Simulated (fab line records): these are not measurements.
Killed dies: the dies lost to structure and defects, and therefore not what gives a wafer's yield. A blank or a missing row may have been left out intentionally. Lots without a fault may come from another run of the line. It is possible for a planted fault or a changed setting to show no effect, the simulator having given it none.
Which of the tools did it? :: flow nand harc :: at 1 step of a route of 1159, 24 lots with 72 wafers sampled

WHAT THE GAUGES SHOWED, per wafer
NHARC_A_ONON_D1_THK_MEAS_30: measures by ellipsometry.
lot: L074
measured: day 7 22:02
on: film metro-02
thk nm (nm): 1005 1004 1005

lot: L075
measured: day 8 10:08
on: film metro-02
thk nm (nm): 979 979 978

lot: L076
measured: day 8 10:16
on: film metro-01
thk nm (nm): 1009 1011 1012

lot: L077
measured: day 8 10:22
on: film metro-02
thk nm (nm): 1006 1005 1006

lot: L078
measured: day 8 19:51
on: film metro-01
thk nm (nm): 1000 999 1000

lot: L079
measured: day 8 19:53
on: film metro-02
thk nm (nm): 994 993 997

lot: L081
measured: day 9 13:21
on: film metro-02
thk nm (nm): 1004 1002 1003

lot: L080
measured: day 9 13:22
on: film metro-01
thk nm (nm): 1014 1012 1015

lot: L082
measured: day 10 01:07
on: film metro-01
thk nm (nm): 996 999 995

lot: L083
measured: day 10 17:01
on: film metro-02
thk nm (nm): 982 982 983

lot: L084
measured: day 11 06:13
on: film metro-02
thk nm (nm): 1028 1028 1030

lot: L085
measured: day 11 06:24
on: film metro-02
thk nm (nm): 1012 1012 1012

lot: L088
measured: day 11 06:34
on: film metro-01
thk nm (nm): 993 995 994

lot: L086
measured: day 11 06:44
on: film metro-02
thk nm (nm): 1002 1002 1003

lot: L087
measured: day 11 13:20
on: film metro-01
thk nm (nm): 1011 1009 1010

lot: L090
measured: day 11 23:35
on: film metro-02
thk nm (nm): 994 997 997

lot: L089
measured: day 11 23:37
on: film metro-01
thk nm (nm): 987 984 988

lot: L093
measured: day 12 04:45
on: film metro-01
thk nm (nm): 999 999 1001

lot: L091
measured: day 12 04:46
on: film metro-01
thk nm (nm): 1001 1002 1000

lot: L092
measured: day 12 09:20
on: film metro-02
thk nm (nm): 995 998 999

lot: L096
measured: day 13 08:56
on: film metro-02
thk nm (nm): 991 996 996

lot: L095
measured: day 13 08:56
on: film metro-01
thk nm (nm): 1002 1003 1002

lot: L097
measured: day 13 09:17
on: film metro-01
thk nm (nm): 994 994 995

lot: L094
measured: day 13 09:18
on: film metro-02
thk nm (nm): 1021 1020 1019

EACH LOT AND THE TOOL THAT RAN IT (in order: tool; ch and the chambers of the sampled wafers; start)
The record holds no process step before these readings.

AS READ BY THE TOOLS THEMSELVES (means over the sampled wafers that have a number; for cases with no such wafer, the mark the record gives instead)
The record holds no such reading with a usual standard deviation.

THE ANSWER, worked out from the rows above alone
Rule: the lots themselves supply what counts as usual. Put in order of their means at a reading, lots are off if they are a third of the lots or fewer, leave a main group of 4 or more, and stand apart from it by a gap of 3 or more times the standard deviation of the main group's means; of several such gaps the widest counts. A main group is skipped when, at the precision printed for the reading in the tables above, its means are all equal. Also off: a lot with no number at a reading for which 4 or more lots have one. All remaining lots with rows at the step are treated as sound. Order of review: gauges by route order, followed by the tools' own readings, for which a lot's mean as printed above is used. At the first step where some lot is off, the reading lying furthest off is the one used; lots without a number count as furthest.
Nothing can be told from this: no lot is off at any reading shown.

WHAT WAS PUT IN BY THE SIMULATOR
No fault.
